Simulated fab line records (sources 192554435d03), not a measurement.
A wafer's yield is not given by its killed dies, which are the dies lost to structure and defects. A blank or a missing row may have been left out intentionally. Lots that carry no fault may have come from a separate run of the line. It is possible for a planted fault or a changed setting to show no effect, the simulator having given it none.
Which of the tools did it? || flow n5_finfet || 36 wafers from 12 lots sampled at 2 of the route's 1938 steps

== WHAT THE GAUGES SHOWED, per wafer ==
N5_BEOL_M4_CD_MEAS_18: pitch 36 nm, target cd 18 nm.
{"lot": "L075", "measured": "day 7 15:51", "on": "cd_sem-02", "cd_nm (nm)": "17.5 18.0 17.2"}
{"lot": "L077", "measured": "day 8 01:50", "on": "cd_sem-03", "cd_nm (nm)": "18.0 18.1 18.4"}
{"lot": "L078", "measured": "day 8 19:06", "on": "cd_sem-01", "cd_nm (nm)": "17.5 18.2 17.8"}
{"lot": "L081", "measured": "day 9 07:37", "on": "cd_sem-03", "cd_nm (nm)": "17.7 17.7 18.1"}
{"lot": "L083", "measured": "day 9 22:16", "on": "cd_sem-02", "cd_nm (nm)": "17.9 18.5 17.9"}
{"lot": "L085", "measured": "day 10 03:37", "on": "cd_sem-01", "cd_nm (nm)": "18.0 18.0 17.8"}
{"lot": "L087", "measured": "day 11 10:56", "on": "cd_sem-01", "cd_nm (nm)": "17.8 18.3 18.3"}
{"lot": "L090", "measured": "day 12 02:04", "on": "cd_sem-02", "cd_nm (nm)": "18.7 18.4 18.5"}
{"lot": "L091", "measured": "day 12 06:28", "on": "cd_sem-03", "cd_nm (nm)": "18.1 17.8 18.8"}
{"lot": "L094", "measured": "day 12 08:56", "on": "cd_sem-03", "cd_nm (nm)": "18.0 18.8 18.0"}
{"lot": "L095", "measured": "day 12 16:48", "on": "cd_sem-02", "cd_nm (nm)": "17.7 17.3 18.1"}
{"lot": "L097", "measured": "day 14 01:50", "on": "cd_sem-03", "cd_nm (nm)": "17.6 18.2 17.7"}

== WHICH TOOL RAN EACH LOT (tool, then ch and the chambers of the sampled wafers, then the start) ==
{"lot": "L075", "N5_BEOL_M4_ETCH_64": "rie_diel-02 ch 0,2,3, day 7 15:16"}
{"lot": "L077", "N5_BEOL_M4_ETCH_64": "rie_diel-02 ch 0,1, day 8 01:28"}
{"lot": "L078", "N5_BEOL_M4_ETCH_64": "rie_diel-01 ch 1,2,3, day 8 18:38"}
{"lot": "L081", "N5_BEOL_M4_ETCH_64": "rie_diel-01 ch 0,1, day 9 07:16"}
{"lot": "L083", "N5_BEOL_M4_ETCH_64": "rie_diel-01 ch 0,1,3, day 9 21:55"}
{"lot": "L085", "N5_BEOL_M4_ETCH_64": "rie_diel-01 ch 0,1,2, day 10 03:16"}
{"lot": "L087", "N5_BEOL_M4_ETCH_64": "rie_diel-01 ch 1,3, day 11 10:34"}
{"lot": "L090", "N5_BEOL_M4_ETCH_64": "rie_diel-01 ch 0,1,2, day 12 01:26"}
{"lot": "L091", "N5_BEOL_M4_ETCH_64": "rie_diel-02 ch 1,2, day 12 05:53"}
{"lot": "L094", "N5_BEOL_M4_ETCH_64": "rie_diel-02 ch 0,1,2, day 12 08:22"}
{"lot": "L095", "N5_BEOL_M4_ETCH_64": "rie_diel-02 ch 0,3, day 12 16:19"}
{"lot": "L097", "N5_BEOL_M4_ETCH_64": "rie_diel-02 ch 1,2,3, day 14 01:25"}
- N5_BEOL_M4_ETCH_64: etches SOC in N2/H2, target depth 75 nm, overetch 22.5 nm, time 121.9 s.

== THE ANSWER, worked out from the rows above alone ==
Rule: usual is defined by the lots themselves. Put in order of their means at a reading, lots are off if they are a third of the lots or fewer, leave a main group of 4 or more, and stand apart from it by a gap of 3 or more times the standard deviation of the main group's means; of several such gaps the widest counts. A main group whose means are all the same, to the digits that the tables above print for the reading, isn't used. Also off: a lot with no number at a reading for which 4 or more lots have one. Any other lot the step has rows for is counted as sound.
Nothing can be told from this: no lot is off at any reading shown.

== WHAT WAS PUT IN BY THE SIMULATOR ==
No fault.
